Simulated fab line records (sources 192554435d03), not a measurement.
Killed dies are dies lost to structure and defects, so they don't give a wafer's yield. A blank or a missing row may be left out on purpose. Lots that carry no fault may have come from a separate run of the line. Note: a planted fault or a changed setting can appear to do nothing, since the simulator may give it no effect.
Lot-split experiment -- flow n5Finfet -- 39 wafers read across 7 lots, on a route 1938 steps long

## ABOUT THE SPLIT
At N5_GATE_CUT_HM_DEP_46 (deposits SiO2 from TEOS/O2, target thk 130 nm, time 26.6 s), the setting timeS was moved away from the recipe's 26.6 s on 15 of the 39 wafers read, by -8.2% to +12.0%. The other wafers ran this setting at the recipe's value.

## FROM THE SPLIT TO THE READING: what the file shows between them, 9 steps
- N5_GATE_CUT_COAT_34: time 60 s, resist thk 60 nm
- N5_GATE_CUT_COAT_35: time 60 s, resist thk 10 nm
- N5_GATE_CUT_STRIP_38: strips in N2/H2
- N5_GATE_CUT_STRIP_39: strips in N2/H2
- N5_GATE_CUT_HM_OPEN_40: chemistry C4F6/O2, target SiO2, target depth 139 nm, time 85.1 s
- N5_GATE_CUT_STRIP_41: strips in CF4
- N5_GATE_CUT_STRIP_42: strips in O2
- N5_GATE_CUT_ALD_22: deposits SiNx, target thk 16 nm, pulse time 1 s, ald cycles 320
- N5_GATE_CUT_CMP_23: polishes, stops on SiO2, t overpolish 23.4 s, target thk 16 nm

## THE READING
At N5_GATE_CUT_THK_MEAS_24: GC_FILL_THK, given in nm. Fault-free wafers of this fab line usually give 220.3 nm, standard deviation 1.8 nm.

wafer,"tool, chamber at the split","timeS as run, s",against the recipe,"GC_FILL_THK, nm",against lot-mates on the recipe
L078.1,"pecvd-04, 2",26.6,recipe,218.2,-
L078.2,"pecvd-04, 0",26.6,recipe,221.1,-
L078.3,"pecvd-04, 1",29.78,+12.0%,234.7,+13.6
L078.4,"pecvd-04, 2",29.78,+12.0%,238.3,+17.2
L078.5,"pecvd-04, 1",26.6,recipe,224.1,-
L078.6,"pecvd-04, 0",29.78,+12.0%,236.9,+15.8
L079.1,"pecvd-04, 2",28.87,+8.5%,230.9,+8.8
L079.2,"pecvd-04, 0",28.87,+8.5%,230.5,+8.4
L079.3,"pecvd-04, 1",26.6,recipe,219.6,-
L079.4,"pecvd-04, 0",26.6,recipe,223.2,-
L079.5,"pecvd-04, 1",28.87,+8.5%,233.7,+11.6
L079.6,"pecvd-04, 2",26.6,recipe,223.6,-
L082.1,"pecvd-04, 1",24.46,-8.0%,207.9,-10.8
L082.2,"pecvd-04, 2",26.6,recipe,218.4,-
L082.3,"pecvd-04, 0",24.46,-8.0%,209.3,-9.4
L082.4,"pecvd-04, 0",26.6,recipe,218.7,-
L082.5,"pecvd-04, 1",26.6,recipe,218.9,-
L082.6,"pecvd-04, 2",24.46,-8.0%,210.3,-8.4
L087.3,"pecvd-02, 1,0",26.6,recipe,221.4,-
L087.4,"pecvd-02, 1",26.6,recipe,221.8,-
L087.5,"pecvd-02, 1,0",26.6,recipe,222.6,-
L088.1,"pecvd-02, 0,2",26.6,recipe,219.6,-
L088.2,"pecvd-02, 0,2",26.6,recipe,219.8,-
L088.3,"pecvd-02, 1",26.6,recipe,220.6,-
L088.4,"pecvd-02, 2",26.6,recipe,220.4,-
L088.5,"pecvd-02, 0",26.6,recipe,221.7,-
L088.6,"pecvd-02, 1",26.6,recipe,221.2,-
L090.1,"pecvd-04, 0",26.6,recipe,217.7,-
L090.2,"pecvd-04, 2",26.6,recipe,219.4,-
L090.3,"pecvd-04, 1",26.6,recipe,216.7,-
L090.4,"pecvd-04, 1",24.43,-8.2%,210.4,-7.5
L090.5,"pecvd-04, 2",24.43,-8.2%,212.1,-5.8
L090.6,"pecvd-04, 0",24.43,-8.2%,211.2,-6.7
L092.1,"pecvd-04, 2",26.6,recipe,218.0,-
L092.2,"pecvd-04, 0",24.95,-6.2%,211.7,-6.2
L092.3,"pecvd-04, 1",26.6,recipe,216.2,-
L092.4,"pecvd-04, 1",26.6,recipe,219.5,-
L092.5,"pecvd-04, 2",24.95,-6.2%,212.2,-5.7
L092.6,"pecvd-04, 0",24.95,-6.2%,212.3,-5.6
Where a row lists several chambers, the file gives one row for several wafers and doesn't say which wafer went through which chamber.

THE FIT
A straight line over all 39 wafers: GC_FILL_THK changes by +1.32 nm for each +1% of timeS; r = +0.97; the points scatter about the line by 1.9 nm.
The same after taking each lot's own level away (the mean of its wafers on the recipe; 39 wafers): +1.13 nm for each +1%; r = +0.97; scatter 1.5 nm.
According to that fit, moving timeS by its largest amount changes the reading by 13 nm.
From 217.90 to 222.13 nm: that is the span of the lots' own levels, equal to 2.4 times the standard deviation above.
So the lot-to-lot level changes the slope: the two fits differ.
Check: +13.9 nm against its lot-mates is what the line predicts for one of the wafers moved furthest among these (+12.0%) when that wafer is left out of the fit. Against them it came out at +13.6 nm.

## THESE WAFERS: OTHER SPLITS
These wafers also went through other splits before the reading. Each is held against what the fit with the lots' levels taken away leaves over:
other split on the same wafers,wafers away from the commonest value,r with GC_FILL_THK (lot level and that fit taken away)
N5_WELL_APT_EXPOSE_22 doseMj,15,-0.05
N5_DUMMY_GATE_ETCH_31 targetDepthA,15,-0.14
N5_DUMMY_GATE_ETCH_42 biasW,18,+0.19
N5_SD_EPI_N_ETCH_35 timeS,15,-0.14

## THE WHOLE CHAIN: every reading that the file lists as answering this split, in the file's order
step,what it does,reading,change (the file's fit),r (the file's)
N5_GATE_CUT_HM_DEP_46,"deposits SiO2 from TEOS/O2, target thk 130 nm, time 26.6 s","SiO2_of_GATE_CUT_HM_DEP_46.thkNm (the simulator's own value, which no gauge read)",+1.14 nm for each +1% of the setting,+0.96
N5_GATE_CUT_HM_OPEN_40,"chemistry C4F6/O2, target SiO2, target depth 139 nm, time 85.1 s",etchRfOnTimeS,withheld for each +1% of the setting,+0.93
N5_GATE_CUT_HM_OPEN_40,"chemistry C4F6/O2, target SiO2, target depth 139 nm, time 85.1 s","etch.depthNm (the simulator's own value, which no gauge read)",+1.14 nm for each +1% of the setting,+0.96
N5_GATE_CUT_HM_OPEN_40,"chemistry C4F6/O2, target SiO2, target depth 139 nm, time 85.1 s","SOC_of_GATE_CUT_COAT_34.thkNm (the simulator's own value, which no gauge read)",-0.25 nm for each +1% of the setting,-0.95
N5_GATE_CUT_THK_MEAS_24,,GC_FILL_THK,+1.13 for each +1% of the setting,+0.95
N5_GATE_CUT_CMP_43,polishes SiO2,"SiO2_of_GATE_CUT_HM_DEP_46.thkNm (the simulator's own value, which no gauge read)",+0.0558 nm for each +1% of the setting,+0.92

## THE FILE'S OWN FIT
GC_FILL_THK changes by +1.13 nm for each +1% of timeS, r = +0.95.
